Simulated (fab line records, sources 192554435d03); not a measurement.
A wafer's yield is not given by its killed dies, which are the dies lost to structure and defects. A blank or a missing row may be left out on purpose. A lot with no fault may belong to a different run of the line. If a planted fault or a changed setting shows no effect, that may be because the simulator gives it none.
Matching of chambers    flow n5Finfet    N5_BEOL_M10_PECVD_70 on pecvd-02: 3 sister chambers
The step deposits SiO2 from TEOS/O2, target thk 20 nm, time 22.7 s. 16 wafers are shown with their chamber, then 8 later ones without.

== EACH WAFER AND ITS CHAMBER ==
wafer   chamber  showerheadPlenumPTorr (Torr)  throttleValvePct (%)  susceptorTempC (C)
L074.2  2        8.61                          21.3                  400.11
L074.5  2        8.62                          21.4                  399.92
L074.6  0        8.78                          24.2                  400.26
L075.2  1        8.79                          22.0                  399.93
L075.5  2        8.61                          21.5                  400.41
L075.6  1        8.78                          21.9                  400.09
L080.2  0        8.78                          23.9                  400.39
L080.4  2        8.61                          21.3                  399.91
L080.5  0        8.79                          24.0                  400.05
L082.1  1        8.77                          22.3                  400.20
L082.4  1        8.74                          22.2                  400.04
L082.5  2        8.62                          21.0                  400.08
L084.1  1        8.79                          21.9                  399.81
L084.2  0        8.79                          23.8                  400.18
L084.5  1        8.77                          22.1                  399.85
L085.3  2        8.62                          21.8                  400.23

SIGNATURES, as means of the wafers listed above
reading                chamber 0  chamber 1  chamber 2  scatter within a chamber
showerheadPlenumPTorr  8.7850     8.7733     8.6150     0.0124
throttleValvePct       23.975     22.067     21.383     0.209
susceptorTempC         400.2200   399.9867   400.1100   0.165
Rule: for each reading, subtract the chamber's mean from the wafer's reading, divide by that reading's scatter and square the result; add these up over the readings and take the root, which gives the wafer's distance from the chamber. If the next closest chamber is less than 2 further off than the closest, the wafer can't be placed; otherwise it belongs to the closest. The scatter: take each reading less its chamber's mean, square it, sum over the shown wafers, divide by the number of wafers less the number of chambers, and take the root.

== WAFERS WHOSE CHAMBER IS MISSING ==
wafer   showerheadPlenumPTorr (Torr)  throttleValvePct (%)  susceptorTempC (C)
L085.4  8.74                          22.3                  400.05
L085.5  8.79                          23.8                  399.79
L093.2  8.77                          22.0                  400.16
L093.3  8.79                          23.9                  400.00
L093.5  8.76                          21.7                  399.88
L095.1  8.79                          22.0                  399.91
L095.3  8.79                          23.5                  400.28
L095.6  8.81                          23.9                  400.37

== THE CHAMBER EACH PASSED THROUGH ==
wafer   from the rows above  in truth
L085.4  1                    1
L085.5  0                    0
L093.2  1                    1
L093.3  0                    0
L093.5  1                    1
L095.1  1                    1
L095.3  0                    0
L095.6  0                    0
Placed correctly: 8 of 8. Left unplaced by these rows: 0. Number placed wrongly: 0.
